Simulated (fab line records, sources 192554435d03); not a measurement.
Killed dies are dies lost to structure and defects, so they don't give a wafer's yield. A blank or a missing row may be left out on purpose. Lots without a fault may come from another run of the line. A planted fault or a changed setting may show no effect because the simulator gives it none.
Which tool did it? | flow n5_finfet | 8 lots, 23 wafers sampled, at 6 steps of a route of 1938

WHAT THE GAUGES READ, wafer by wafer
N5_BEOL_M4_RC_MEAS_101.
lot  | measured     | on        | DIBL_N (mV/V)
L599 | day 9 09:17  | prober-01 | 41.1 36.9 38.0
L607 | day 11 15:29 | prober-01 | 34.6 34.1 37.3
L608 | day 12 02:38 | prober-01 | 32.5 35.7
L612 | day 12 17:18 | prober-01 | 37.1 36.9 38.5
L614 | day 13 18:02 | prober-02 | 37.1 37.5 37.6

WHICH TOOL RAN EACH LOT (tool, then ch and the chambers of the sampled wafers, then the start)
lot  | N5_SDB_HM_DEP_00               | N5_SDB_STRIP_21                   | N5_SDB_HM_OPEN_20                 | N5_SDB_STRIP_22                     | N5_SDB_ETCH_25
L599 | pecvd-04 ch 0,1, day 5 11:22   | rie_diel-02 ch 0,3, day 5 12:39   | rie_diel-02 ch 0,3, day 5 12:40   | plasma_asher-01 ch 1, day 5 12:45   | rie_diel-01 ch 0,1,2, day 5 13:55
L600 | pecvd-04 ch 0,1, day 5 20:32   | rie_diel-01 ch 1,2,3, day 5 21:17 | rie_diel-01 ch 1,2,3, day 5 21:18 | plasma_asher-02 ch 1, day 5 21:23   | rie_diel-02 ch 0,2,3, day 5 22:16
L601 | pecvd-02 ch 0,1, day 6 05:19   | rie_diel-02 ch 0,1,3, day 6 07:23 | rie_diel-02 ch 0,1,3, day 6 07:25 | plasma_asher-01 ch 0,1, day 6 07:29 | rie_diel-02 ch 0,2,3, day 6 08:49
L602 | pecvd-03 ch 0,2, day 6 10:05   | rie_diel-02 ch 0,2,3, day 6 11:44 | rie_diel-02 ch 0,2,3, day 6 11:46 | plasma_asher-01 ch 0,1, day 6 11:50 | rie_diel-02 ch 0,1,2, day 6 13:27
L607 | pecvd-04 ch 0,1,2, day 7 16:18 | rie_diel-01 ch 0,1,3, day 7 16:56 | rie_diel-01 ch 0,1,3, day 7 16:58 | plasma_asher-01 ch 0,1, day 7 17:04 | rie_diel-01 ch 0,1,3, day 7 17:17
L608 | pecvd-04 ch 1,2, day 7 20:17   | rie_diel-02 ch 0,3, day 7 21:02   | rie_diel-02 ch 0,3, day 7 21:04   | plasma_asher-02 ch 1, day 7 21:11   | rie_diel-02 ch 1,2, day 7 21:24
L612 | pecvd-02 ch 0,2, day 8 16:48   | rie_diel-02 ch 0,2,3, day 8 17:26 | rie_diel-02 ch 0,2,3, day 8 17:27 | plasma_asher-01 ch 0,1, day 8 17:32 | rie_diel-01 ch 0,2, day 8 17:45
L614 | pecvd-02 ch 0,1,2, day 9 06:22 | rie_diel-02 ch 0,1, day 9 07:34   | rie_diel-02 ch 0,1, day 9 07:35   | plasma_asher-01 ch 0,1, day 9 07:40 | rie_diel-01 ch 1,3, day 9 07:53
- N5_SDB_HM_DEP_00: deposits SiNx from SiH4/NH3/N2, target thk 40 nm, time 35.3 s.
- N5_SDB_STRIP_21: strips in CF4.
- N5_SDB_HM_OPEN_20: chemistry CH3F/O2, target SiNx, stops on poly-Si, target depth 24 nm.
- N5_SDB_STRIP_22: strips in N2/H2.
- N5_SDB_ETCH_25: etches SiO2 in C4F6/O2, target depth 10 nm, time 3.3 s.

THE ANSWER, worked out from the rows above alone
Rule: what is usual is taken from the lots themselves. Put in order of their means at a reading, lots are off if they are a third of the lots or fewer, leave a main group of 4 or more, and stand apart from it by a gap of 3 or more times the standard deviation of the main group's means; of several such gaps the widest counts. A main group whose means are all the same, to the digits that the tables above print for the reading, isn't used. A lot without any number at a reading at which 4 lots or more have one is off too. The other lots that the step has rows for count as sound.
No lot is off at any reading shown: from this, nothing can be told.

WHAT THE SIMULATOR HAD PUT IN
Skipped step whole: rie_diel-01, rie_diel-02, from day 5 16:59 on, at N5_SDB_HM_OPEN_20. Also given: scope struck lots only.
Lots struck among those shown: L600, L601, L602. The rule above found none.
